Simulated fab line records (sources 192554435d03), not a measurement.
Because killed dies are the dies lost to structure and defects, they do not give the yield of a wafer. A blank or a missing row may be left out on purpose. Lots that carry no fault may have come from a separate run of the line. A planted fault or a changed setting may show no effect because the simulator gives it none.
fab line records    flow n5_finfet    part 1 of 2: steps 1 to 23 of 36
record: lots: 5  wafers: 15  last_day: 19
route steps=1938 shown TV_OPEN@1888 PAD_METAL@1893 PASSIVATION@1897
lots that met no fault: from a run of the same line without faults
start_h: hours from the record's first day to the start of the lot's first wafer shown    wait_h: hours since the lot's step before    " repeats the value in the row above    L1.1+2: several wafers, shown together as one row    - no value, or no start given    * or withheld: withheld    < > ~ a bound
route shown NAME@n: NAME is a module with steps in the file, n the number in the route of the first one    usual: mean and standard deviation over wafers with no fault    same: alike in all rows    chamber/n: place in a boat    sites: per-site readings    _std_site: the standard deviation of these    _edge_site: outer sites' mean less inner sites'    radius_mm: for every site, how far away it sits from the centre of the wafer    mask NAME#n: copy n    behind: the last tool/chamber to shape the wafer    hold: reason for holding the lot/hours on hold/outcome of the hold    device: the transistor (n, p or np) that didn't switch    end of line: at the end of the route, the tests of the same wafers    a step without rows: its recipe alone    killed: not the wafer's yield, but the dies lost to structure and defects at the first sort    map: shows each die of a wafer: x if killed, . if not, _ if none is there
set.NAME: the setting that was run; set.NAME@STEP: the one run at that earlier step    model.NAME: the simulator's own value behind a step, which no gauge read
certain route steps with their lots: each step a table, each wafer a row
services: the hour from which a tool's chamber was out of use, counted from the record's first day as start_h (under 0 if before that day), plus the number of hours and why
== steps ==
step: N5_PASSIVATION_VIA_ETCH_13
recipe: chemistry: CHF3/O2  target: SiO2  target_depth_a: 6600  CHF3_flow_sccm: 50  O2_flow_sccm: 5  Ar_flow_sccm: 200  time_s: 330  mask_material: PR  pressure_mtorr: 30  source_w: 650  bias_w: 170  ion_energy_ev: 200  ends: cleared
usual: drypump_motor_current_A: 5.8/0.48  etch_rf_on_time_s: 237/5.3  mfc_ar_sccm: 200.0/0.63  oes_product_au: 0.69/0.069  rf_vpp_V: 528/6.1  showerhead_plenum_p_Torr: 2.40/0.078  throttle_valve_pct: 18.90/0.24
lot.wafer  tool         chamber  start_h  wait_h  drypump_motor_current_A  etch_rf_on_time_s  mfc_ar_sccm  oes_product_au  rf_hours_counter_h  rf_vpp_V  showerhead_plenum_p_Torr  throttle_valve_pct
L076.1     rie_diel-06  1        330.63   0.0     5.2                      226                199.1        0.77            59                  513       2.46                      19.10
L076.3     "            2        "        "       5.9                      240                200.4        0.64            201                 531       2.51                      19.03
L076.5     "            2        "        "       5.9                      241                199.3        0.63            -                   532       2.51                      19.03
L086.1     rie_diel-03  3        370.06   0.0     4.7                      230                199.8        0.66            178                 519       2.31                      19.02
L086.3     "            0        "        "       5.5                      232                200.0        0.76            62                  536       2.43                      18.76
L086.4     "            1        "        "       5.0                      226                199.0        0.70            146                 529       2.31                      19.16
L087.1     rie_diel-03  1        382.30   0.0     5.0                      228                200.4        0.70            150                 529       2.31                      19.17
L087.2     "            0        "        "       5.5                      235                199.2        0.75            65                  535       2.43                      18.77
L087.3     "            2        "        "       5.1                      236                199.8        0.67            141                 517       2.42                      18.89
L084.2     rie_diel-01  3        382.49   0.0     6.3                      230                199.3        0.72            104                 527       2.32                      18.56
L084.3     "            2        "        "       5.9                      234                200.3        0.66            163                 533       2.50                      19.03
L084.6     "            3        "        "       6.2                      241                200.5        0.73            -                   527       2.32                      18.58
L097.1     rie_diel-01  1        441.92   0.0     5.8                      227                200.0        0.85            15                  533       2.57                      18.73
L097.2     "            2        "        "       5.8                      240                199.8        0.63            198                 531       2.49                      19.08
L097.6     "            1        "        "       5.8                      232                200.6        0.85            -                   532       2.57                      18.76
step: N5_PASSIVATION_STRIP_14
recipe: chemistry: O2  power_w: 600  temp_c: 60  pressure_mtorr: 30  rf_frequency_hz: 6e+07  bias_power_w: 0  overash_fraction: 0.5  o2_flow_sccm: 225
usual: drypump_motor_current_A: 5.8/0.48  oes_product_au: 0.76/0.075  rf_vpp_V: 3.6/0.92  showerhead_plenum_p_Torr: 2.10/0.066  throttle_valve_pct: 16.75/0.25
lot.wafer  tool         chamber  start_h  wait_h  drypump_motor_current_A  oes_product_au  rf_hours_counter_h  rf_vpp_V  showerhead_plenum_p_Torr  throttle_valve_pct
L076.1     rie_diel-06  1        330.83   0.1     5.2                      0.85            59                  5.1       2.13                      16.79
L076.3     "            2        "        "       6.0                      0.71            202                 5.9       2.15                      16.61
L076.5     "            2        "        "       6.0                      0.71            -                   4.5       2.15                      16.62
L086.1     rie_diel-03  3        370.26   0.1     4.7                      0.73            178                 5.4       2.01                      16.84
L086.3     "            0        "        "       5.5                      0.85            62                  4.8       2.12                      16.57
L086.4     "            1        "        "       5.0                      0.79            146                 5.1       2.01                      16.99
L087.1     rie_diel-03  1        382.50   0.1     5.0                      0.78            150                 3.5       2.01                      16.97
L087.2     "            0        "        "       5.5                      0.84            66                  5.1       2.12                      16.58
L087.3     "            2        "        "       5.1                      0.74            141                 3.6       2.12                      16.82
L084.2     rie_diel-01  3        382.68   0.1     6.3                      0.80            104                 5.9       2.03                      16.48
L084.3     "            2        "        "       5.9                      0.73            163                 3.5       2.19                      16.88
L084.6     "            3        "        "       6.3                      0.80            -                   3.7       2.03                      16.49
L097.1     rie_diel-01  1        442.12   0.1     5.8                      0.92            15                  4.0       2.25                      16.52
L097.2     "            2        "        "       5.9                      0.69            198                 4.4       2.18                      16.96
L097.6     "            1        "        "       5.8                      0.93            -                   2.1       2.25                      16.52
step: N5_PASSIVATION_ETCH_15
recipe: chemistry: CF4/N2  target: SiCN  target_depth_a: 750  taper_deg: 2  time_s: 81.2  ion_energy_ev: 150  mask_material: SiNx  pressure_mtorr: 40  source_w: 430  bias_w: 70  Ar_flow_sccm: 100  cf4_flow_sccm: 60  n2_flow_sccm: 60
usual: drypump_motor_current_A: 5.8/0.48  mfc_ar_sccm: 100.0/0.31  oes_product_au: 0.76/0.078  rf_vpp_V: 382.1/1.9  showerhead_plenum_p_Torr: 2.20/0.071  throttle_valve_pct: 15.48/0.23
lot.wafer  tool         chamber  start_h  wait_h  drypump_motor_current_A  mfc_ar_sccm  oes_product_au  rf_hours_counter_h  rf_vpp_V  showerhead_plenum_p_Torr  throttle_valve_pct
L076.1     rie_diel-06  1        -        -       5.2                      100.1        0.87            59                  382.2     2.25                      15.60
L076.3     "            2        "        "       6.0                      100.3        0.70            202                 383.8     2.29                      15.57
L076.5     "            2        "        "       6.0                      99.9         0.70            -                   383.6     2.29                      15.56
L086.1     rie_diel-03  3        -        -       4.7                      100.1        0.73            178                 379.3     2.11                      15.54
L086.3     "            0        "        "       5.5                      99.8         0.83            62                  383.2     2.24                      15.36
L086.4     "            1        "        "       5.0                      100.2        0.78            146                 380.9     2.12                      15.71
L087.1     rie_diel-03  1        -        -       5.0                      99.6         0.77            150                 380.9     2.12                      15.73
L087.2     "            0        "        "       5.5                      99.8         0.83            66                  383.0     2.24                      15.38
L087.3     "            2        "        "       5.1                      99.9         0.75            141                 384.0     2.21                      15.44
L084.2     rie_diel-01  3        -        -       6.2                      99.6         0.79            104                 382.2     2.13                      15.17
L084.3     "            2        "        "       5.9                      99.5         0.73            163                 384.6     2.29                      15.60
L084.6     "            3        "        "       6.2                      100.4        0.79            -                   380.2     2.13                      15.18
L097.1     rie_diel-01  1        -        -       5.8                      99.9         0.96            15                  385.1     2.36                      15.28
L097.2     "            2        "        "       5.8                      100.1        0.71            198                 385.3     2.28                      15.67
L097.6     "            1        "        "       5.7                      99.7         0.95            -                   387.3     2.36                      15.31
step: N5_PASSIVATION_STRIP_73
recipe: chemistry: post_etch_residue_remover  time_s: 60  temp_c: 25  remover_ph: withheld  remover_water_wt_pct: withheld  remover_fluoride_wt_pct: withheld
lot.wafer   tool          chamber  start_h  wait_h
L076.1+3+5  wet_bench-03  6,3,4    330.98   -
L086.1+3+4  wet_bench-04  2,1,3    370.42   -
L087.1+2+3  wet_bench-04  5,2,6    382.66   -
L084.2+3+6  wet_bench-03  5,4,2    382.84   -
L097.1+2+6  wet_bench-04  2,5,0    442.27   -
step: N5_PASSIVATION_SRD_17
recipe: time_s: 30  temp_c: 23  rinse_liquid: diw  dry: n2_spin  spin_rpm: 1500  dry_time_s: 30
usual: spin_rpm: 1500.0/0.76
same: dry_time_s: 30
lot.wafer  tool          chamber  start_h  wait_h  spin_rpm
L076.1     wet_bench-03  6        331.00   0.0     1500.2
L076.3     "             3        "        "       1500.3
L076.5     "             4        "        "       1500.4
L086.1     wet_bench-04  2        370.44   0.0     1501.4
L086.3     "             1        "        "       1499.5
L086.4     "             3        "        "       1500.6
L087.1     wet_bench-04  5        382.68   0.0     1501.0
L087.2     "             2        "        "       1501.3
L087.3     "             6        "        "       1501.1
L084.2     wet_bench-03  5        382.86   0.0     1499.9
L084.3     "             4        "        "       1500.1
L084.6     "             2        "        "       1501.8
L097.1     wet_bench-04  2        442.29   0.0     1500.9
L097.2     "             5        "        "       1499.9
L097.6     "             0        "        "       1500.5
step: N5_PASSIVATION_DEGAS_18
recipe: ambient: vacuum  temp_c: 300  time_s: 60
usual: heater_power_w: 473/45
lot.wafer  tool            chamber  start_h  wait_h  heater_power_w
L076.1     pvd_sputter-02  -        331.37   0.3     422
L076.3     "               -        "        "       548
L076.5     "               -        "        "       548
L086.1     pvd_sputter-02  -        370.67   0.2     505
L086.3     "               -        "        "       568
L086.4     "               -        "        "       479
L087.1     pvd_sputter-02  -        382.96   0.3     437
L087.2     "               -        "        "       508
L087.3     "               -        "        "       486
L084.2     pvd_sputter-01  -        383.27   0.4     388
L084.3     "               -        "        "       464
L084.6     "               -        "        "       466
L097.1     pvd_sputter-01  -        443.03   0.7     457
L097.2     "               -        "        "       404
L097.6     "               -        "        "       497
step: N5_PASSIVATION_PRE_CLEAN_19
recipe: gas: H2/He  time_s: *  temp_c: *
usual: heater_power_w: 474/47
lot.wafer  tool            chamber  start_h  wait_h  heater_power_w
L076.1     pvd_sputter-02  -        331.41   0.0     428
L076.3     "               -        "        "       567
L076.5     "               -        "        "       557
L086.1     pvd_sputter-02  -        370.71   0.0     506
L086.3     "               -        "        "       562
L086.4     "               -        "        "       495
L087.1     pvd_sputter-02  -        383.00   0.0     426
L087.2     "               -        "        "       483
L087.3     "               -        "        "       473
L084.2     pvd_sputter-01  -        383.31   0.0     393
L084.3     "               -        "        "       479
L084.6     "               -        "        "       484
L097.1     pvd_sputter-01  -        443.07   0.0     451
L097.2     "               -        "        "       397
L097.6     "               -        "        "       501
step: N5_PASSIVATION_SPUTTER_20
recipe: material: TaN  target_thk_a: 500  temp_c: 25  chamber_pressure_pa: 0.4
usual: throttle_valve_pct: 30.3/0.96
lot.wafer  tool            chamber  start_h  wait_h  throttle_valve_pct
L076.1     pvd_sputter-02  -        331.45   0.0     29.7
L076.3     "               -        "        "       30.6
L076.5     "               -        "        "       30.4
L086.1     pvd_sputter-02  -        370.75   0.0     32.0
L086.3     "               -        "        "       30.2
L086.4     "               -        "        "       29.9
L087.1     pvd_sputter-02  -        383.04   0.0     29.6
L087.2     "               -        "        "       31.7
L087.3     "               -        "        "       30.0
L084.2     pvd_sputter-01  -        383.35   0.0     30.2
L084.3     "               -        "        "       27.8
L084.6     "               -        "        "       28.1
L097.1     pvd_sputter-01  -        443.11   0.0     30.1
L097.2     "               -        "        "       30.4
L097.6     "               -        "        "       30.7
step: N5_PASSIVATION_AL_DEP_21
recipe: material: Al  target_thk_a: 28000  temp_c: 400  time_s: 170  power_w: 30000  chamber_pressure_pa: 0.4  gas: Ar
usual: throttle_valve_pct: 30.3/0.94
lot.wafer  tool            chamber  start_h  wait_h  throttle_valve_pct
L076.1     pvd_sputter-02  -        331.55   0.1     29.5
L076.3     "               -        "        "       30.1
L076.5     "               -        "        "       30.4
L086.1     pvd_sputter-02  -        370.85   0.1     31.8
L086.3     "               -        "        "       30.0
L086.4     "               -        "        "       30.0
L087.1     pvd_sputter-02  -        383.14   0.1     29.5
L087.2     "               -        "        "       31.9
L087.3     "               -        "        "       29.9
L084.2     pvd_sputter-01  -        383.45   0.1     30.2
L084.3     "               -        "        "       28.3
L084.6     "               -        "        "       28.1
L097.1     pvd_sputter-01  -        443.21   0.1     30.1
L097.2     "               -        "        "       30.1
L097.6     "               -        "        "       30.7
step: N5_PASSIVATION_HMDS_23
recipe: time_s: 60  temp_c: 120
lot.wafer   tool            chamber  start_h  wait_h
L076.1+3+5  litho_track-02  0        331.73   0.1
L086.1+3+4  litho_track-04  0        371.04   0.1
L087.1+2+3  litho_track-02  0        383.33   0.1
L084.2+3+6  litho_track-01  0        383.64   0.1
L097.1+2+6  litho_track-02  0        443.40   0.1
step: N5_PASSIVATION_COAT_24
recipe: spin_rpm: 3000  resist_thk_nm: withheld
lot.wafer   tool            chamber  start_h  wait_h
L076.1+3+5  litho_track-02  0        -        -
L086.1+3+4  litho_track-04  0        -        -
L087.1+2+3  litho_track-02  0        -        -
L084.2+3+6  litho_track-01  0        -        -
L097.1+2+6  litho_track-02  0        -        -
step: N5_PASSIVATION_EBR_26
recipe: solvent: PGMEA  ebr_width_mm: 1.5
lot.wafer   tool            chamber  start_h  wait_h
L076.1+3+5  litho_track-02  0        -        -
L086.1+3+4  litho_track-04  0        -        -
L087.1+2+3  litho_track-02  0        -        -
L084.2+3+6  litho_track-01  0        -        -
L097.1+2+6  litho_track-02  0        -        -
step: N5_PASSIVATION_SOFTBAKE_25
recipe: temp_c: 100  time_s: 90
lot.wafer   tool            chamber  start_h  wait_h
L076.1+3+5  litho_track-02  0        -        -
L086.1+3+4  litho_track-04  0        -        -
L087.1+2+3  litho_track-02  0        -        -
L084.2+3+6  litho_track-01  0        -        -
L097.1+2+6  litho_track-02  0        -        -
step: N5_PASSIVATION_EXPOSE_27
recipe: mask_id: PAD  na: 0.55  source_shape: conventional  sigma_outer: 0.8  polarization: unpolarized  defocus_nm: 0  dose_mj: 32.3
usual: stage_vel_mm_s: 500.00/0.23
same: sigma_outer: 0.8
lot.wafer  tool            chamber  start_h  wait_h  mask   stage_vel_mm_s
L076.1     krf_scanner-02  0        331.97   -       PAD#0  499.85
L076.3     "               0        "        "       PAD#0  500.12
L076.5     "               0        "        "       PAD#0  499.53
L086.1     krf_scanner-02  0        371.27   -       PAD#0  500.12
L086.3     "               0        "        "       PAD#0  499.87
L086.4     "               0        "        "       PAD#0  500.35
L087.1     krf_scanner-02  0        383.44   -       PAD#0  500.32
L087.2     "               0        "        "       PAD#0  500.24
L087.3     "               0        "        "       PAD#0  499.86
L084.2     krf_scanner-01  0        383.88   -       PAD#0  500.02
L084.3     "               0        "        "       PAD#0  499.56
L084.6     "               0        "        "       PAD#0  499.64
L097.1     krf_scanner-01  0        443.51   -       PAD#0  500.04
L097.2     "               0        "        "       PAD#0  499.74
L097.6     "               0        "        "       PAD#0  500.00
step: N5_PASSIVATION_PEB_28
recipe: peb_temp_c: withheld  peb_time_s: *
lot.wafer   tool            chamber  start_h  wait_h
L076.1+3+5  litho_track-04  0        332.02   0.1
L086.1+3+4  litho_track-04  0        371.33   0.1
L087.1+2+3  litho_track-02  0        383.49   0.1
L084.2+3+6  litho_track-01  0        383.93   0.0
L097.1+2+6  litho_track-02  0        443.56   0.1
step: N5_PASSIVATION_DEVELOP_29
recipe: develop_time_s: 60  rinse_liquid: diw  dry: air_spin  dev_temp_c: 21
lot.wafer   tool            chamber  start_h  wait_h
L076.1+3+5  litho_track-04  0        -        -
L086.1+3+4  litho_track-04  0        -        -
L087.1+2+3  litho_track-02  0        -        -
L084.2+3+6  litho_track-01  0        -        -
L097.1+2+6  litho_track-02  0        -        -
step: N5_PASSIVATION_HARDBAKE_31
recipe: temp_c: 130  time_s: 120
lot.wafer   tool            chamber  start_h  wait_h
L076.1+3+5  litho_track-04  0        -        -
L086.1+3+4  litho_track-04  0        -        -
L087.1+2+3  litho_track-02  0        -        -
L084.2+3+6  litho_track-01  0        -        -
L097.1+2+6  litho_track-02  0        -        -
step: N5_PASSIVATION_CD_MEAS_30
recipe: target_cd_nm: 4000  landing_energy_ev: 500  detector: se_inlens  polarity: opening
usual: cd_nm: 3998.6/1.7
lot.wafer  tool       chamber  start_h  wait_h  cd_nm
L076.1     cd_sem-02  0        332.14   -       3995.5
L076.3     "          0        "        "       3997.6
L076.5     "          0        "        "       3999.8
L086.1     cd_sem-01  0        371.44   -       3999.6
L086.3     "          0        "        "       3999.5
L086.4     "          0        "        "       3999.3
L087.1     cd_sem-02  0        383.61   -       3999.7
L087.2     "          0        "        "       3998.3
L087.3     "          0        "        "       4000.3
L084.2     cd_sem-01  0        384.05   -       3998.1
L084.3     "          0        "        "       3996.7
L084.6     "          0        "        "       3998.1
L097.1     cd_sem-02  0        443.68   -       4000.2
L097.2     "          0        "        "       3998.1
L097.6     "          0        "        "       4000.3
step: N5_PASSIVATION_OVL_MEAS_63
recipe: points_per_wafer: 44
usual: PAD_OVL: 0/5.4
lot.wafer  tool        chamber  start_h  wait_h  PAD_OVL[nm]
L076.1     overlay-02  0        332.17   0.0     2
L076.3     "           0        "        "       0
L076.5     "           0        "        "       -5
L086.1     overlay-02  0        371.48   0.0     10
L086.3     "           0        "        "       13
L086.4     "           0        "        "       6
L087.1     overlay-01  0        383.64   0.0     5
L087.2     "           0        "        "       1
L087.3     "           0        "        "       3
L084.2     overlay-02  0        384.08   0.0     0
L084.3     "           0        "        "       1
L084.6     "           0        "        "       -4
L097.1     overlay-01  0        443.71   0.0     -2
L097.2     "           0        "        "       -1
L097.6     "           0        "        "       -11
step: N5_PASSIVATION_INSPECT_64
recipe: mode: adi  inspect_instrument: macro
usual: raw_defect_count: 1.9/1.4
lot.wafer  tool               chamber  start_h  wait_h  raw_defect_count
L076.1     defect_inspect-02  -        332.20   0.0     1
L076.3     "                  -        "        "       0
L076.5     "                  -        "        "       0
L086.1     defect_inspect-02  -        371.50   0.0     1
L086.3     "                  -        "        "       4
L086.4     "                  -        "        "       1
L087.1     defect_inspect-01  -        383.67   0.0     3
L087.2     "                  -        "        "       1
L087.3     "                  -        "        "       2
L084.2     defect_inspect-02  -        384.10   0.0     3
L084.3     "                  -        "        "       3
L084.6     "                  -        "        "       1
L097.1     defect_inspect-02  -        443.74   0.0     3
L097.2     "                  -        "        "       0
L097.6     "                  -        "        "       4
step: N5_PASSIVATION_DESCUM_32
recipe: chemistry: O2  time_s: 7.9  source_power_w: 50  bias_power_w: 20  pressure_mtorr: 20  rf_frequency_hz: 2.712e+07  temp_c: 40  o2_flow_sccm: 225
usual: drypump_motor_current_A: 5.8/0.45  oes_product_au: 0.85/0.094  rf_vpp_V: 243.6/1.3  showerhead_plenum_p_Torr: 2.13/0.08  throttle_valve_pct: 20.33/0.26
lot.wafer  tool         chamber  start_h  wait_h  drypump_motor_current_A  oes_product_au  rf_hours_counter_h  rf_vpp_V  showerhead_plenum_p_Torr  throttle_valve_pct
L076.1     rie_diel-05  3        332.66   0.5     6.1                      0.70            222                 243.2     2.05                      20.54
L076.3     "            0        "        "       5.6                      0.98            4                   243.2     2.07                      20.57
L076.5     "            3        "        "       6.1                      0.70            -                   243.8     2.05                      20.53
L086.1     rie_diel-02  2        371.53   0.0     6.4                      0.76            137                 246.0     2.20                      20.56
L086.3     "            0        "        "       5.8                      0.85            61                  244.5     2.22                      20.18
L086.4     "            3        "        "       4.9                      0.90            36                  243.4     2.03                      19.99
L087.1     rie_diel-05  3        383.70   0.0     6.1                      0.70            238                 242.0     2.05                      20.55
L087.2     "            2        "        "       5.5                      0.93            14                  244.2     2.16                      20.08
L087.3     "            0        "        "       5.6                      0.94            17                  242.3     2.06                      20.58
L084.2     rie_diel-04  2        384.19   0.1     6.0                      0.97            5                   244.7     2.23                      19.93
L084.3     "            3        "        "       5.7                      0.89            25                  243.0     2.14                      20.72
L084.6     "            3        "        "       5.7                      0.89            -                   243.8     2.14                      20.72
L097.1     rie_diel-02  1        443.77   0.0     5.8                      0.90            28                  243.2     2.14                      20.32
L097.2     "            0        "        "       5.8                      0.81            90                  245.8     2.21                      20.22
L097.6     "            3        "        "       4.9                      0.86            -                   241.4     2.02                      20.03
step: N5_PASSIVATION_AL_ETCH_33
recipe: chemistry: Cl2/BCl3  target_depth_a: 28000  over_etch_frac: 0.15  Cl2_flow_sccm: 180  bcl3_flow_sccm: 60  target: Al  stop_on: TaN  time_s: 466.7  ion_energy_ev: 100  pressure_mtorr: 10  icp_w: 900  bias_w: 100
usual: drypump_motor_current_A: 5.5/0.42  he_backside_leak_sccm: 3.4/0.4  oes_product_au: 0.72/0.1  throttle_valve_pct: 34.45/0.25
same: over_etch_frac: 0.15
lot.wafer  tool          chamber  start_h  wait_h  drypump_motor_current_A  he_backside_leak_sccm  oes_product_au  rf_hours_counter_h  throttle_valve_pct
L076.1     rie_metal-03  1        332.75   0.1     5.1                      3.3                    0.60            101                 34.28
L076.3     "             0        "        "       5.2                      3.2                    0.61            -                   34.76
L076.5     "             1        "        "       5.1                      3.4                    0.60            -                   34.29
L086.1     rie_metal-02  1        371.62   0.1     6.1                      3.6                    0.70            37                  34.65
L086.3     "             0        "        "       5.2                      3.5                    0.84            -                   34.31
L086.4     "             1        "        "       6.1                      3.5                    0.70            -                   34.65
L087.1     rie_metal-03  0        383.79   0.1     5.2                      3.1                    0.59            102                 34.75
L087.2     "             1        "        "       5.1                      3.5                    0.59            105                 34.30
L087.3     "             0        "        "       5.2                      3.1                    0.59            -                   34.78
L084.2     rie_metal-01  1        384.41   0.2     5.5                      3.3                    0.69            -                   34.61
L084.3     "             1        "        "       5.5                      3.5                    0.70            -                   34.63
L084.6     "             1        "        "       5.4                      3.2                    0.69            -                   34.62
L097.1     rie_metal-01  0        443.86   0.1     6.1                      3.2                    0.81            6                   33.95
L097.2     "             1        "        "       5.4                      3.5                    0.66            63                  34.67
L097.6     "             1        "        "       5.4                      3.4                    0.66            -                   34.67
step: N5_PASSIVATION_ETCH_59
recipe: chemistry: Cl2/BCl3  target: TaN  target_depth_a: 650  time_s: 34.9  ion_energy_ev: 100  pressure_mtorr: 10  icp_w: 900  bias_w: 100  Cl2_flow_sccm: 60  bcl3_flow_sccm: 30
usual: drypump_motor_current_A: 5.5/0.42  he_backside_leak_sccm: 3.37/0.29  oes_product_au: 0.79/0.11  throttle_valve_pct: 21.21/0.23
lot.wafer  tool          chamber  start_h  wait_h  drypump_motor_current_A  he_backside_leak_sccm  oes_product_au  rf_hours_counter_h  throttle_valve_pct
L076.1     rie_metal-03  1        333.15   0.3     5.1                      3.24                   0.68            101                 21.04
L076.3     "             0        "        "       5.2                      3.13                   0.68            -                   21.49
L076.5     "             1        "        "       5.1                      3.14                   0.68            -                   21.03
L086.1     rie_metal-02  1        372.02   0.3     6.2                      3.38                   0.77            38                  21.30
L086.3     "             0        "        "       5.2                      3.58                   0.91            -                   21.15
L086.4     "             1        "        "       6.2                      3.62                   0.77            -                   21.30
L087.1     rie_metal-03  0        384.19   0.3     5.2                      3.07                   0.66            103                 21.52
L087.2     "             1        "        "       5.1                      3.66                   0.67            106                 21.05
L087.3     "             0        "        "       5.2                      3.08                   0.66            -                   21.53
L084.2     rie_metal-01  1        385.11   0.6     5.5                      3.14                   0.77            -                   21.43
L084.3     "             1        "        "       5.4                      3.44                   0.76            -                   21.43
L084.6     "             1        "        "       5.4                      3.39                   0.76            -                   21.45
L097.1     rie_metal-01  0        444.26   0.3     6.1                      2.90                   0.90            6                   20.81
L097.2     "             1        "        "       5.4                      3.40                   0.73            63                  21.46
L097.6     "             1        "        "       5.4                      3.46                   0.74            -                   21.47
